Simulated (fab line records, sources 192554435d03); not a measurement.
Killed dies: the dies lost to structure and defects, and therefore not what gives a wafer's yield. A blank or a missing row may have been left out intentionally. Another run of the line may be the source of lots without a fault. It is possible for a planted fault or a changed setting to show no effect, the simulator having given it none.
Chamber matching | flow n5 finfet | N5_BEOL_M0_SAQP_DESCUM_45 on rie diel-01: 4 sister chambers
The step chemistry O2, time 7 s. 20 wafers are shown with their chamber, then 10 later ones without.

## WAFERS WITH THEIR CHAMBER
wafer  | chamber | showerhead plenum p Torr (Torr) | drypump motor current A (A) | throttle valve pct (%)
L074.1 | 2       | 2.16                            | 5.81                        | 20.84
L074.2 | 1       | 2.17                            | 5.49                        | 20.38
L074.5 | 1       | 2.17                            | 5.47                        | 20.39
L077.2 | 2       | 2.16                            | 5.76                        | 20.85
L077.3 | 1       | 2.16                            | 5.45                        | 20.36
L077.5 | 1       | 2.16                            | 5.46                        | 20.38
L078.2 | 3       | 2.13                            | 5.15                        | 20.66
L078.3 | 1       | 2.16                            | 5.48                        | 20.38
L078.6 | 1       | 2.16                            | 5.48                        | 20.40
L080.4 | 1       | 2.16                            | 5.45                        | 20.38
L080.5 | 3       | 2.13                            | 5.11                        | 20.63
L080.6 | 2       | 2.15                            | 5.75                        | 20.86
L083.2 | 0       | 2.01                            | 5.41                        | 20.57
L083.4 | 0       | 2.01                            | 5.42                        | 20.57
L083.6 | 3       | 2.13                            | 5.16                        | 20.68
L084.1 | 3       | 2.13                            | 5.15                        | 20.66
L084.2 | 2       | 2.15                            | 5.74                        | 20.87
L084.6 | 0       | 2.01                            | 5.42                        | 20.57
L086.1 | 1       | 2.16                            | 5.47                        | 20.01
L086.2 | 0       | 2.01                            | 5.41                        | 20.60

SIGNATURES (averages over the wafers above)
reading                  | chamber 0 | chamber 1 | chamber 2 | chamber 3 | scatter within a chamber
showerhead plenum p Torr | 2.0100    | 2.1625    | 2.1550    | 2.1300    | 0.00395
drypump motor current A  | 5.4150    | 5.4688    | 5.7650    | 5.1425    | 0.0193
throttle valve pct       | 20.5775   | 20.3350   | 20.8550   | 20.6575   | 0.0881
Rule: a wafer's distance from a chamber is the root of the sum, over the readings, of the square of ((its reading less the chamber's mean) divided by the reading's scatter). The wafer belongs to the nearest chamber; if the next one is less than 2 further off, it can't be placed. The scatter is the square root of a quotient: the sum, over the shown wafers, of each reading's squared deviation from its chamber's mean, divided by wafers minus chambers.

## WAFERS MISSING THEIR CHAMBER
wafer  | showerhead plenum p Torr (Torr) | drypump motor current A (A) | throttle valve pct (%)
L086.4 | 2.13                            | 5.13                        | 20.69
L087.1 | 2.13                            | 5.18                        | 20.68
L087.5 | 2.13                            | 5.17                        | 20.69
L087.6 | 2.01                            | 5.42                        | 20.58
L092.2 | 2.15                            | 5.77                        | 20.90
L092.4 | 2.13                            | 5.16                        | 20.69
L092.6 | 2.13                            | 5.16                        | 20.70
L094.1 | 2.15                            | 5.47                        | 20.00
L094.2 | 2.12                            | 5.12                        | 20.70
L094.6 | 2.13                            | 5.16                        | 20.69

## WHICH CHAMBER EACH ONE RAN IN
wafer  | from the rows above | in truth
L086.4 | 3                   | 3
L087.1 | 3                   | 3
L087.5 | 3                   | 3
L087.6 | 0                   | 0
L092.2 | 2                   | 2
L092.4 | 3                   | 3
L092.6 | 3                   | 3
L094.1 | 1                   | 1
L094.2 | 3                   | 3
L094.6 | 3                   | 3
Correctly placed: 10 of 10. From these rows, 0 cannot be placed. Placed wrongly: 0.
